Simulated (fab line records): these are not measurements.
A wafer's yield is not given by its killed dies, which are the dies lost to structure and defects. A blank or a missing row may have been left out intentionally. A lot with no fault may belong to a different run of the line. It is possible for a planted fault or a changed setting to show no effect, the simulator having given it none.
Problem report in the 8D (eight disciplines) form, filled by code / flow n5Finfet / the parts of the form that need people (team, actions taken, sign-off) are left out

## 1. WHAT WENT WRONG
killed_at_M0_to_M3 at N5_PASSIVATION_PROBE_49 reads a mean of 136 on 6 wafers of 2 lots; wafers without a fault read 36 with a standard deviation of 11. That puts it +9.1 standard deviations away from the usual mean.
First seen on wafer L755.2, day 14 07:20, on prober-02. At this step, 36 wafers from 12 lots have a number in the record. By rule, "out" or "out of limits" means more than 4 standard deviations away from the usual mean. All remaining wafers that have a number are taken as sound.

## 2. WHAT THIS IS AND IS NOT
question=which readings at this step | is=killed_at_M0_to_M3 | is not=killed_at_M4_up, killedAtContacts, killedAtFrontEnd, killedShort, sort_bin_4_leakage, sort_bin_8_speed
question=which lots | is=L755, L756 | is not=L747, L748, L749, L758, L760, L762, L764, L766, L768, L769
question=which wafers of those lots | is=all that have a number | is not=-
question=read on which tools | is=prober-02 | is not=prober-01
question=when | is=from day 14 07:20 | is not=up to then (9 sound wafers); but 21 sound wafers of L758, L760, L762, L764, L766, L768, L769 came after

## 3. THE SUSPECTS, EACH WITH WHAT RULES IT OUT
Counting: a tool at a process step up to the reading stays a suspect if it ran every lot that is out and no sound lot after the first of them.
- pvdSputter-01 at N5_BEOL_M1_SPUTTER_81 (material Cu, target thk 4.5 nm, time 8.29 s): kept. All lots that are out passed through it, beginning with L755 at day 8 11:06, and no sound lot followed; its final sound lot before that point was L747 at day 6 09:04.
- rieDiel-06 at N5_PASSIVATION_STRIP_14 (strips in O2): ruled out as a lasting fault. After its first lot that is out, L755 (day 14 00:05), sound lots L758, L760, L762, L766 ran on it.
- prober-02 at N5_PASSIVATION_PROBE_49: ruled out as a lasting fault. After its first lot that is out, L755 (day 14 07:20), sound lots L764, L768 ran on it.
Left after counting: pvdSputter-01 at N5_BEOL_M1_SPUTTER_81.

## 4. THE CAUSE (what the simulator had put in)
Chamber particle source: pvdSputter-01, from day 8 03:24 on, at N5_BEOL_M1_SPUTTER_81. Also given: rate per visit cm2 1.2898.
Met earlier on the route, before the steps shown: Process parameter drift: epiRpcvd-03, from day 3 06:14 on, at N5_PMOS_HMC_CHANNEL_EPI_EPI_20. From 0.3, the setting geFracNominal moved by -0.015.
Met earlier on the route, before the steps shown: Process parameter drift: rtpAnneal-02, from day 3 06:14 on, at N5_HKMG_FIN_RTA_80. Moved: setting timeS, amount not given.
Only this tool survived the counting.

## 5. SEQUENCE OF EFFECTS, ordered by route
One row per reading whose mean, taken over the struck wafers that have a number, lies over 3 standard deviations from the usual. Scope: only readings with a usual standard deviation given in the record; hours: median across lots of the time from each lot's start at the first step in this table that gives one to its start at this step; sigmas: change in usual standard deviations.
hours=0; step=N5_PASSIVATION_PROBE_49; reading=defectLimitedYield; usual=91.0 %; on struck wafers=82.8; change=-8.2; sigmas=-5.8
hours=0; step=N5_PASSIVATION_PROBE_49; reading=killed_at_M0_to_M3; usual=36; on struck wafers=136; change=+100; sigmas=+9.1
hours=0; step=N5_PASSIVATION_PROBE_49; reading=killedDies; usual=106; on struck wafers=202; change=+96; sigmas=+5.7
hours=0; step=N5_PASSIVATION_PROBE_49; reading=sort_bin_5_function; usual=5.2 %; on struck wafers=10.2; change=+5.0; sigmas=+5.0
hours=0; step=N5_PASSIVATION_PROBE_49; reading=sortNPass; usual=1074; on struck wafers=978; change=-96; sigmas=-5.4
hours=0; step=N5_PASSIVATION_PROBE_49; reading=sortYieldPct; usual=91.0 %; on struck wafers=82.8; change=-8.2; sigmas=-5.1
Its process steps:
- N5_PASSIVATION_PROBE_49

## 6. HOW IT WOULD HAVE BEEN CAUGHT EARLIER
148 hours passed between the start of the fault at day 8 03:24 and the first reading out of limits in this record, taken at day 14 07:20.
No tool reading at N5_BEOL_M1_SPUTTER_81 that has a usual standard deviation in the record was out on any struck wafer, so an alarm limit of 4 standard deviations on those readings would not have fired.
Lots out: 2; all had begun N5_BEOL_M1_SPUTTER_81 on pvdSputter-01 by day 14 07:20. None of them would have been spared by holding the tool at that moment.
